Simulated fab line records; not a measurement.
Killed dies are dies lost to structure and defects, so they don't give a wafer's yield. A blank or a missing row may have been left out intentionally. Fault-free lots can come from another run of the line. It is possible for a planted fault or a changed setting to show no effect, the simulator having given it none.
Split-lot experiment || flow n5-finfet || 21 wafers read from 7 lots, route of 1938 steps

## THE SPLIT ITSELF
At N5_BEOL_M10_COAT_05 (resist thk 90 nm), the setting spin-rpm was moved away from the recipe's 1500 rpm on 7 of the 21 wafers read, by -10.1% to +8.3%. All remaining wafers had this setting at the recipe value.

The split's own step is where the reading is taken.

## THE READING
CAR-ArF_of_BEOL_M10_COAT_05.thk-nm (the simulator's own value, which no gauge read), in nm, at N5_BEOL_M10_COAT_05 (resist thk 90 nm). The file does not state a usual value for it. Across the 14 wafers here that went through the recipe, the average is 90.2 nm and the standard deviation 0.26 nm.

{"wafer": "L076.3", "tool, chamber at the split": "litho-track-01, 0", "spin-rpm as run, rpm": 1500, "against the recipe": "recipe", "CAR-ArF_of_BEOL_M10_COAT_05.thk-nm, nm": 89.8, "against lot-mates on the recipe": "-"}
{"wafer": "L076.4", "tool, chamber at the split": "litho-track-01, 0", "spin-rpm as run, rpm": 1402, "against the recipe": "-6.5%", "CAR-ArF_of_BEOL_M10_COAT_05.thk-nm, nm": 93, "against lot-mates on the recipe": "+3.1"}
{"wafer": "L076.6", "tool, chamber at the split": "litho-track-01, 0", "spin-rpm as run, rpm": 1500, "against the recipe": "recipe", "CAR-ArF_of_BEOL_M10_COAT_05.thk-nm, nm": 90, "against lot-mates on the recipe": "-"}
{"wafer": "L078.2", "tool, chamber at the split": "litho-track-02, 0", "spin-rpm as run, rpm": 1624, "against the recipe": "+8.3%", "CAR-ArF_of_BEOL_M10_COAT_05.thk-nm, nm": 87, "against lot-mates on the recipe": "no lot-mate on the recipe"}
{"wafer": "L078.3", "tool, chamber at the split": "litho-track-02, 0", "spin-rpm as run, rpm": 1624, "against the recipe": "+8.3%", "CAR-ArF_of_BEOL_M10_COAT_05.thk-nm, nm": 87, "against lot-mates on the recipe": "no lot-mate on the recipe"}
{"wafer": "L078.5", "tool, chamber at the split": "litho-track-02, 0", "spin-rpm as run, rpm": 1624, "against the recipe": "+8.3%", "CAR-ArF_of_BEOL_M10_COAT_05.thk-nm, nm": 87.2, "against lot-mates on the recipe": "no lot-mate on the recipe"}
{"wafer": "L081.1", "tool, chamber at the split": "litho-track-02, 0", "spin-rpm as run, rpm": 1349, "against the recipe": "-10.1%", "CAR-ArF_of_BEOL_M10_COAT_05.thk-nm, nm": 94.8, "against lot-mates on the recipe": "+4.8"}
{"wafer": "L081.5", "tool, chamber at the split": "litho-track-02, 0", "spin-rpm as run, rpm": 1349, "against the recipe": "-10.1%", "CAR-ArF_of_BEOL_M10_COAT_05.thk-nm, nm": 95, "against lot-mates on the recipe": "+5.0"}
{"wafer": "L081.6", "tool, chamber at the split": "litho-track-02, 0", "spin-rpm as run, rpm": 1500, "against the recipe": "recipe", "CAR-ArF_of_BEOL_M10_COAT_05.thk-nm, nm": 90, "against lot-mates on the recipe": "-"}
{"wafer": "L082.1", "tool, chamber at the split": "litho-track-01, 0", "spin-rpm as run, rpm": 1500, "against the recipe": "recipe", "CAR-ArF_of_BEOL_M10_COAT_05.thk-nm, nm": 90.2, "against lot-mates on the recipe": "-"}
{"wafer": "L082.4", "tool, chamber at the split": "litho-track-01, 0", "spin-rpm as run, rpm": 1500, "against the recipe": "recipe", "CAR-ArF_of_BEOL_M10_COAT_05.thk-nm, nm": 90, "against lot-mates on the recipe": "-"}
{"wafer": "L082.5", "tool, chamber at the split": "litho-track-01, 0", "spin-rpm as run, rpm": 1500, "against the recipe": "recipe", "CAR-ArF_of_BEOL_M10_COAT_05.thk-nm, nm": 89.8, "against lot-mates on the recipe": "-"}
{"wafer": "L083.1", "tool, chamber at the split": "litho-track-03, 0", "spin-rpm as run, rpm": 1500, "against the recipe": "recipe", "CAR-ArF_of_BEOL_M10_COAT_05.thk-nm, nm": 90.6, "against lot-mates on the recipe": "-"}
{"wafer": "L083.4", "tool, chamber at the split": "litho-track-03, 0", "spin-rpm as run, rpm": 1500, "against the recipe": "recipe", "CAR-ArF_of_BEOL_M10_COAT_05.thk-nm, nm": 90.4, "against lot-mates on the recipe": "-"}
{"wafer": "L083.6", "tool, chamber at the split": "litho-track-03, 0", "spin-rpm as run, rpm": 1500, "against the recipe": "recipe", "CAR-ArF_of_BEOL_M10_COAT_05.thk-nm, nm": 90.4, "against lot-mates on the recipe": "-"}
{"wafer": "L088.1", "tool, chamber at the split": "litho-track-01, 0", "spin-rpm as run, rpm": 1500, "against the recipe": "recipe", "CAR-ArF_of_BEOL_M10_COAT_05.thk-nm, nm": 90.6, "against lot-mates on the recipe": "-"}
{"wafer": "L088.2", "tool, chamber at the split": "litho-track-01, 0", "spin-rpm as run, rpm": 1500, "against the recipe": "recipe", "CAR-ArF_of_BEOL_M10_COAT_05.thk-nm, nm": 90.4, "against lot-mates on the recipe": "-"}
{"wafer": "L088.6", "tool, chamber at the split": "litho-track-01, 0", "spin-rpm as run, rpm": 1607, "against the recipe": "+7.1%", "CAR-ArF_of_BEOL_M10_COAT_05.thk-nm, nm": 87.4, "against lot-mates on the recipe": -3.1}
{"wafer": "L093.1", "tool, chamber at the split": "litho-track-02, 0", "spin-rpm as run, rpm": 1500, "against the recipe": "recipe", "CAR-ArF_of_BEOL_M10_COAT_05.thk-nm, nm": 90.2, "against lot-mates on the recipe": "-"}
{"wafer": "L093.4", "tool, chamber at the split": "litho-track-02, 0", "spin-rpm as run, rpm": 1500, "against the recipe": "recipe", "CAR-ArF_of_BEOL_M10_COAT_05.thk-nm, nm": 90, "against lot-mates on the recipe": "-"}
{"wafer": "L093.5", "tool, chamber at the split": "litho-track-02, 0", "spin-rpm as run, rpm": 1500, "against the recipe": "recipe", "CAR-ArF_of_BEOL_M10_COAT_05.thk-nm, nm": 90.4, "against lot-mates on the recipe": "-"}

THE FIT
A straight line over all 21 wafers: CAR-ArF_of_BEOL_M10_COAT_05.thk-nm changes by -0.421 nm for each +1% of spin-rpm; r = -0.99; the points scatter about the line by 0.29 nm.
The same after taking each lot's own level away (the mean of its wafers on the recipe; 18 wafers): -0.474 nm for each +1%; r = -1.00; scatter 0.15 nm.
According to that fit, moving spin-rpm by its largest amount changes the reading by 4.8 nm.
The lots' own levels span 89.90 to 90.50 nm, that is 2.3 times the standard deviation above.
In other words, the slope is changed by the lot-to-lot level; the two fits disagree.
Check: +4.8 nm against its lot-mates is what the line predicts for one of the wafers moved furthest among these (-10.1%) when that wafer is left out of the fit. It came out at +4.8 nm against them.

## THE OTHER SPLITS THESE WAFERS WENT THROUGH
Before the reading, these wafers also passed through other splits. Each is held against what the fit with the lots' levels taken away leaves over:
{"other split on the same wafers": "N5_BEOL_M6_COAT_64 spin-rpm", "wafers away from the commonest value": 8, "r with CAR-ArF_of_BEOL_M10_COAT_05.thk-nm (lot level and that fit taken away)": "+0.12"}
{"other split on the same wafers": "N5_BEOL_M7_ILD_DEP_00 time-s", "wafers away from the commonest value": 7, "r with CAR-ArF_of_BEOL_M10_COAT_05.thk-nm (lot level and that fit taken away)": "+0.05"}
{"other split on the same wafers": "N5_BEOL_M7_DESCUM_33 time-s", "wafers away from the commonest value": 7, "r with CAR-ArF_of_BEOL_M10_COAT_05.thk-nm (lot level and that fit taken away)": -0.02}
{"other split on the same wafers": "N5_BEOL_M9_COAT_05 spin-rpm", "wafers away from the commonest value": 6, "r with CAR-ArF_of_BEOL_M10_COAT_05.thk-nm (lot level and that fit taken away)": -0.30}
{"other split on the same wafers": "N5_BEOL_M9_EXPOSE_25 dose-mj", "wafers away from the commonest value": 6, "r with CAR-ArF_of_BEOL_M10_COAT_05.thk-nm (lot level and that fit taken away)": -0.21}

## THE FILE'S OWN FIT
CAR-ArF_of_BEOL_M10_COAT_05.thk-nm changes by -0.47 nm for each +1% of spin-rpm, r = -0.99.
